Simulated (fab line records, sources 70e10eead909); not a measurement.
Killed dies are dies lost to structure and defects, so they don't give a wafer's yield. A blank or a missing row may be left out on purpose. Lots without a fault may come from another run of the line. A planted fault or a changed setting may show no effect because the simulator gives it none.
Chamber matching | flow nand_harc | NHARC_A_CHANNEL_FILL_D1_CMP_10 on cmp-04: 4 sister chambers
The step polishes, target thk 150 nm. 8 wafers are shown with their chamber, then 12 later ones without.

WAFERS WITH THEIR CHAMBER
wafer  | chamber | motor_current_A (A) | time_to_endpoint_s (s)
L089.1 | 3       | 12.1                | 18.5
L089.2 | 0       | 13.6                | 18.5
L093.1 | 2       | 12.6                | 14.6
L093.3 | 1       | 12.1                | 11.8
L093.4 | 0       | 13.8                | 12.8
L092.2 | 2       | 11.7                | 16.0
L092.3 | 3       | 11.9                | 18.3
L092.4 | 1       | 12.1                | 13.7

WAFERS WITHOUT THEIR CHAMBER
wafer  | motor_current_A (A) | time_to_endpoint_s (s)
L095.1 | 13.7                | 14.2
L095.2 | 11.9                | 16.7
L095.5 | 13.7                | 18.7
L095.3 | 12.9                | 14.0
L095.4 | 12.6                | 17.4
L095.6 | 11.7                | 15.3
L094.1 | 12.8                | 15.2
L094.3 | 13.4                | 15.2
L094.6 | 12.8                | 12.7
L094.2 | 12.9                | 15.1
L094.4 | 11.2                | 14.8
L094.5 | 13.5                | 16.3

WHICH CHAMBER EACH WENT THROUGH
wafer  | from the rows above               | in truth
L095.1 | 0                                 | 0
L095.2 | can't be placed: 3 or 2 or 1      | 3
L095.5 | 0                                 | 0
L095.3 | can't be placed: 2 or 1 or 0 or 3 | 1
L095.4 | can't be placed: 2 or 3 or 1 or 0 | 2
L095.6 | can't be placed: 2 or 1 or 3      | 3
L094.1 | can't be placed: 2 or 1 or 0 or 3 | 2
L094.3 | 0                                 | 0
L094.6 | can't be placed: 1 or 2 or 0 or 3 | 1
L094.2 | can't be placed: 2 or 0 or 1 or 3 | 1
L094.4 | can't be placed: 1 or 2 or 3      | 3
L094.5 | 0                                 | 0
Placed correctly: 4 of 12. Can't be placed from these rows: 8 (the true chamber is among the candidates in 8). Placed wrongly: 0.
How it was worked out, from the rows above alone: a wafer's distance from a chamber is the root of the sum, over the readings, of the square of ((its reading less the chamber's mean) divided by the reading's scatter). The wafer belongs to the nearest chamber; if the next one is less than 2 further off, it can't be placed. A chamber's mean is the mean of its shown wafers. The scatter: the root of (the sum of the squares of (reading less its chamber's mean) over the shown wafers, divided by (wafers less chambers)).
